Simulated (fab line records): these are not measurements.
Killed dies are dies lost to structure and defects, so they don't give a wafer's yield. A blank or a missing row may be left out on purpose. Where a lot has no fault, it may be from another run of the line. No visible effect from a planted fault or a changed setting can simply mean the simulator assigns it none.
Matching of chambers :: flow nand_harc :: NHARC_A_CHANNEL_FILL_D1_ALD_02 on ald_hk-02: 4 sister chambers
The step deposits SiO2, target thk 6 nm, pulse time 10 s, ald cycles 60. 20 wafers are shown with their chamber, then 10 later ones without.

WAFERS WITH THEIR CHAMBER
wafer: L077.1
chamber: 0
heater_power_w (W): 486
precursor_pulse_height_rel: 1.030
susceptor_temp_C (C): 299.80

wafer: L077.5
chamber: 0
heater_power_w (W): 485
precursor_pulse_height_rel: 1.010
susceptor_temp_C (C): 299.81

wafer: L077.6
chamber: 3
heater_power_w (W): 442
precursor_pulse_height_rel: 0.969
susceptor_temp_C (C): 299.85

wafer: L078.1
chamber: 2
heater_power_w (W): 518
precursor_pulse_height_rel: 0.969
susceptor_temp_C (C): 299.88

wafer: L078.2
chamber: 3
heater_power_w (W): 441
precursor_pulse_height_rel: 0.976
susceptor_temp_C (C): 300.01

wafer: L078.4
chamber: 0
heater_power_w (W): 488
precursor_pulse_height_rel: 0.999
susceptor_temp_C (C): 300.48

wafer: L079.1
chamber: 3
heater_power_w (W): 433
precursor_pulse_height_rel: 1.026
susceptor_temp_C (C): 299.90

wafer: L079.2
chamber: 2
heater_power_w (W): 525
precursor_pulse_height_rel: 1.020
susceptor_temp_C (C): 299.83

wafer: L079.6
chamber: 1
heater_power_w (W): 488
precursor_pulse_height_rel: 1.018
susceptor_temp_C (C): 300.03

wafer: L084.1
chamber: 1
heater_power_w (W): 501
precursor_pulse_height_rel: 0.986
susceptor_temp_C (C): 299.94

wafer: L084.2
chamber: 3
heater_power_w (W): 439
precursor_pulse_height_rel: 0.970
susceptor_temp_C (C): 300.00

wafer: L084.5
chamber: 1
heater_power_w (W): 493
precursor_pulse_height_rel: 0.991
susceptor_temp_C (C): 299.91

wafer: L088.2
chamber: 1
heater_power_w (W): 504
precursor_pulse_height_rel: 0.990
susceptor_temp_C (C): 300.01

wafer: L088.3
chamber: 2
heater_power_w (W): 518
precursor_pulse_height_rel: 0.994
susceptor_temp_C (C): 299.92

wafer: L088.6
chamber: 2
heater_power_w (W): 535
precursor_pulse_height_rel: 1.027
susceptor_temp_C (C): 299.89

wafer: L085.1
chamber: 1
heater_power_w (W): 492
precursor_pulse_height_rel: 0.950
susceptor_temp_C (C): 300.08

wafer: L085.4
chamber: 3
heater_power_w (W): 445
precursor_pulse_height_rel: 1.007
susceptor_temp_C (C): 300.07

wafer: L085.6
chamber: 2
heater_power_w (W): 542
precursor_pulse_height_rel: 1.017
susceptor_temp_C (C): 299.79

wafer: L087.1
chamber: 3
heater_power_w (W): 430
precursor_pulse_height_rel: 0.959
susceptor_temp_C (C): 300.02

wafer: L087.3
chamber: 1
heater_power_w (W): 499
precursor_pulse_height_rel: 1.009
susceptor_temp_C (C): 300.01

SIGNATURES (means of the wafers above)
reading: heater_power_w
chamber 0: 486.33
chamber 1: 496.17
chamber 2: 527.60
chamber 3: 438.33
scatter within a chamber: 7.11

reading: precursor_pulse_height_rel
chamber 0: 1.01300
chamber 1: 0.99067
chamber 2: 1.00540
chamber 3: 0.98450
scatter within a chamber: 0.0236

reading: susceptor_temp_C
chamber 0: 300.0300
chamber 1: 299.9967
chamber 2: 299.8620
chamber 3: 299.9750
scatter within a chamber: 0.152
Rule: a wafer lies at a distance from a chamber equal to the root of the sum of squares, over the readings, of (its reading less the chamber's mean, divided by the reading's scatter). The wafer belongs to the nearest chamber; if the next one is less than 2 further off, it can't be placed. The scatter: take each reading less its chamber's mean, square it, sum over the shown wafers, divide by the number of wafers less the number of chambers, and take the root.

WAFERS WITHOUT THEIR CHAMBER
wafer: L087.4
heater_power_w (W): 490
precursor_pulse_height_rel: 0.989
susceptor_temp_C (C): 299.79

wafer: L093.1
heater_power_w (W): 548
precursor_pulse_height_rel: 0.991
susceptor_temp_C (C): 299.44

wafer: L093.3
heater_power_w (W): 485
precursor_pulse_height_rel: 0.993
susceptor_temp_C (C): 300.12

wafer: L093.4
heater_power_w (W): 474
precursor_pulse_height_rel: 1.022
susceptor_temp_C (C): 299.95

wafer: L094.4
heater_power_w (W): 417
precursor_pulse_height_rel: 1.020
susceptor_temp_C (C): 300.04

wafer: L094.5
heater_power_w (W): 538
precursor_pulse_height_rel: 0.988
susceptor_temp_C (C): 299.89

wafer: L094.6
heater_power_w (W): 426
precursor_pulse_height_rel: 1.008
susceptor_temp_C (C): 299.95

wafer: L097.1
heater_power_w (W): 475
precursor_pulse_height_rel: 0.979
susceptor_temp_C (C): 300.12

wafer: L097.2
heater_power_w (W): 553
precursor_pulse_height_rel: 0.999
susceptor_temp_C (C): 299.92

wafer: L097.4
heater_power_w (W): 476
precursor_pulse_height_rel: 0.979
susceptor_temp_C (C): 299.85

THE CHAMBER EACH PASSED THROUGH
wafer: L087.4
from the rows above: can't be placed: 1 or 0
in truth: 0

wafer: L093.1
from the rows above: 2
in truth: 2

wafer: L093.3
from the rows above: can't be placed: 0 or 1
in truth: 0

wafer: L093.4
from the rows above: can't be placed: 0 or 1
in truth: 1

wafer: L094.4
from the rows above: 3
in truth: 3

wafer: L094.5
from the rows above: 2
in truth: 2

wafer: L094.6
from the rows above: 3
in truth: 3

wafer: L097.1
from the rows above: can't be placed: 0 or 1
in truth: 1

wafer: L097.2
from the rows above: 2
in truth: 2

wafer: L097.4
from the rows above: can't be placed: 0 or 1
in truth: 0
5 of 10 placed correctly. From these rows, 5 cannot be placed; in 5 the true chamber is one of the candidates. Placed wrongly: 0.
